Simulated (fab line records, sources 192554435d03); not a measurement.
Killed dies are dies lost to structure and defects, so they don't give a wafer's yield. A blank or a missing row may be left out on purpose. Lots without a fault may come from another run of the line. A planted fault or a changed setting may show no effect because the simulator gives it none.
Split-lot experiment | flow n5_finfet | 7 lots, 30 wafers read, on a route of 1938 steps

THE SPLIT
At N5_BEOL_M7_TRENCH_ETCH_37 (etches SiCOH lowk in C4F6/O2, target depth 93.478 nm, time 31.2 s), the setting time_s was moved away from the recipe's 31.2 s on 9 of the 30 wafers read, by -48.7% to +55.9%. The other wafers ran this setting at the recipe's value.

FROM THE SPLIT TO THE READING: what the file shows between them, 8 steps
- N5_BEOL_M7_ETCH_41: etches SiCN in CH3F/O2, target depth 31.9 nm, time 57.8 s
- N5_BEOL_M7_STRIP_80: strips in N2/H2, time 10 s
- N5_BEOL_M7_OCD_MEAS_38
- N5_BEOL_M7_HM_STRIP_39: strips TiN in peroxide tin strip, target depth 25 nm, time 158 s
- N5_BEOL_M7_SRD_40: time 30 s
- N5_BEOL_M7_ECD_50: material Cu, target thk 300 nm
- N5_BEOL_M7_ANNEAL_51: time 90 s
- N5_BEOL_M7_CMP_52: polishes, stops on SiCOH lowk, t overpolish 6.9 s, target thk 80 nm

THE READING
M7_THK, in nm, at N5_BEOL_M7_THK_MEAS_53 (measures by xrf). Fault-free wafers of this fab line usually give 79.0 nm, standard deviation 2.3 nm.

wafer  | tool, chamber at the split | time_s as run, s | against the recipe | M7_THK, nm | against lot-mates on the recipe
L077.3 | rie_diel-06, 3             | 31.2             | recipe             | 79.7       | -
L077.5 | rie_diel-06, 3             | 31.2             | recipe             | 80.9       | -
L077.6 | rie_diel-06, 0             | 31.2             | recipe             | 78.1       | -
L074.1 | rie_diel-06, 3             | 31.2             | recipe             | 78.7       | -
L074.5 | rie_diel-06, 1             | 31.2             | recipe             | 76.0       | -
L074.6 | rie_diel-06, 3             | 31.2             | recipe             | 78.4       | -
L076.1 | rie_diel-05, 3             | 31.2             | recipe             | 77.5       | -
L076.2 | rie_diel-05, 2             | 48.63            | +55.9%             | 130.2      | +52.5
L076.3 | rie_diel-05, 3             | 48.63            | +55.9%             | 130.3      | +52.6
L076.4 | rie_diel-05, 2             | 31.2             | recipe             | 78.5       | -
L076.5 | rie_diel-05, 3             | 48.63            | +55.9%             | 132.3      | +54.6
L076.6 | rie_diel-05, 2             | 31.2             | recipe             | 77.2       | -
L078.1 | rie_diel-01, 1             | 31.2             | recipe             | 75.0       | -
L078.2 | rie_diel-01, 3             | 31.2             | recipe             | 77.6       | -
L078.3 | rie_diel-01, 0             | 31.2             | recipe             | 78.3       | -
L078.4 | rie_diel-01, 2             | 31.2             | recipe             | 80.2       | -
L078.5 | rie_diel-01, 1             | 31.2             | recipe             | 71.6       | -
L078.6 | rie_diel-01, 2             | 31.2             | recipe             | 80.1       | -
L093.2 | rie_diel-01, 0             | 31.2             | recipe             | 77.6       | -
L093.5 | rie_diel-01, 0             | 31.2             | recipe             | 74.0       | -
L093.6 | rie_diel-01, 3             | 42.97            | +37.7%             | 112.5      | +36.7
L096.1 | rie_diel-01, 1             | 16.01            | -48.7%             | 34.2       | -48.9
L096.2 | rie_diel-01, 2             | 16.01            | -48.7%             | 37.3       | -45.8
L096.3 | rie_diel-01, 3             | 31.2             | recipe             | 83.3       | -
L096.4 | rie_diel-01, 2             | 31.2             | recipe             | 82.9       | -
L096.5 | rie_diel-01, 1             | 16.01            | -48.7%             | 36.0       | -47.1
L096.6 | rie_diel-01, 3             | 31.2             | recipe             | 83.0       | -
L097.1 | rie_diel-01, 2             | 24.87            | -20.3%             | 60.5       | -20.5
L097.2 | rie_diel-01, 1             | 24.87            | -20.3%             | 59.5       | -21.5
L097.3 | rie_diel-01, 3             | 31.2             | recipe             | 81.0       | -

THE FIT
A straight line over all 30 wafers: M7_THK changes by +0.911 nm for each +1% of time_s; r = +0.99; the points scatter about the line by 2.6 nm.
The same after taking each lot's own level away (the mean of its wafers on the recipe; 30 wafers): +0.964 nm for each +1%; r = +1.00; scatter 1.7 nm.
On that fit, the largest move of time_s shifts the reading by 54 nm.
The lots' own levels span 75.80 to 83.07 nm, that is 3.2 times the standard deviation above.
So the lot-to-lot level changes the slope little: the two slopes agree.
Check: with one of the wafers moved furthest among these (+55.9%) left out of the fit, the line predicts +54 nm for it against its lot-mates. It came out at +52.5 nm against them.

OTHER SPLITS ON THESE WAFERS
These wafers also went through other splits before the reading. Each is held against what the fit with the lots' levels taken away leaves over:
other split on the same wafers     | wafers away from the commonest value | r with M7_THK (lot level and that fit taken away)
N5_BEOL_M2_ILD_DEP_00 target_thk_a | 13                                   | +0.03

THE WHOLE CHAIN: every reading that the file lists as answering this split, in the file's order
step                      | what it does                                                        | reading                                                                          | change (the file's fit)                                                              | r (the file's)
N5_BEOL_M7_TRENCH_ETCH_37 | etches SiCOH lowk in C4F6/O2, target depth 93.478 nm, time 31.2 s   | BEOL_M7.feature_depth_nm (the simulator's own value, which no gauge read)        | +0.944 nm for each +1% of the setting                                                | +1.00
N5_BEOL_M7_TRENCH_ETCH_37 | etches SiCOH lowk in C4F6/O2, target depth 93.478 nm, time 31.2 s   | etch.depth_nm (the simulator's own value, which no gauge read)                   | +0.943 nm for each +1% of the setting                                                | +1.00
N5_BEOL_M7_TRENCH_ETCH_37 | etches SiCOH lowk in C4F6/O2, target depth 93.478 nm, time 31.2 s   | TiN_of_BEOL_M7_HM_DEP_02.thk_nm (the simulator's own value, which no gauge read) | -0.0269 nm for each +1% of the setting                                               | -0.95
N5_BEOL_M7_OCD_MEAS_38    |                                                                     | trench_depth_nm                                                                  | +0.946 nm for each +1% of the setting                                                | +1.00
N5_BEOL_M7_CMP_52         | polishes, stops on SiCOH lowk, t overpolish 6.9 s, target thk 80 nm | Cu_of_BEOL_M7_ECD_50.thk_nm (the simulator's own value, which no gauge read)     | +0.964 nm for each +1% of the setting                                                | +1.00
N5_BEOL_M7_THK_MEAS_53    | measures by xrf                                                     | M7_THK                                                                           | +0.963 for each +1% of the setting                                                   | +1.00
N5_BEOL_M7_RS_MEAS_57     | measures by four-point-probe                                        | M7_RS                                                                            | not straight: 0.775 at the lowest setting, 0.288 at the recipe, 0.161 at the highest | not given

THE FILE'S OWN FIT
M7_THK changes by +0.963 nm for each +1% of time_s, r = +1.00.
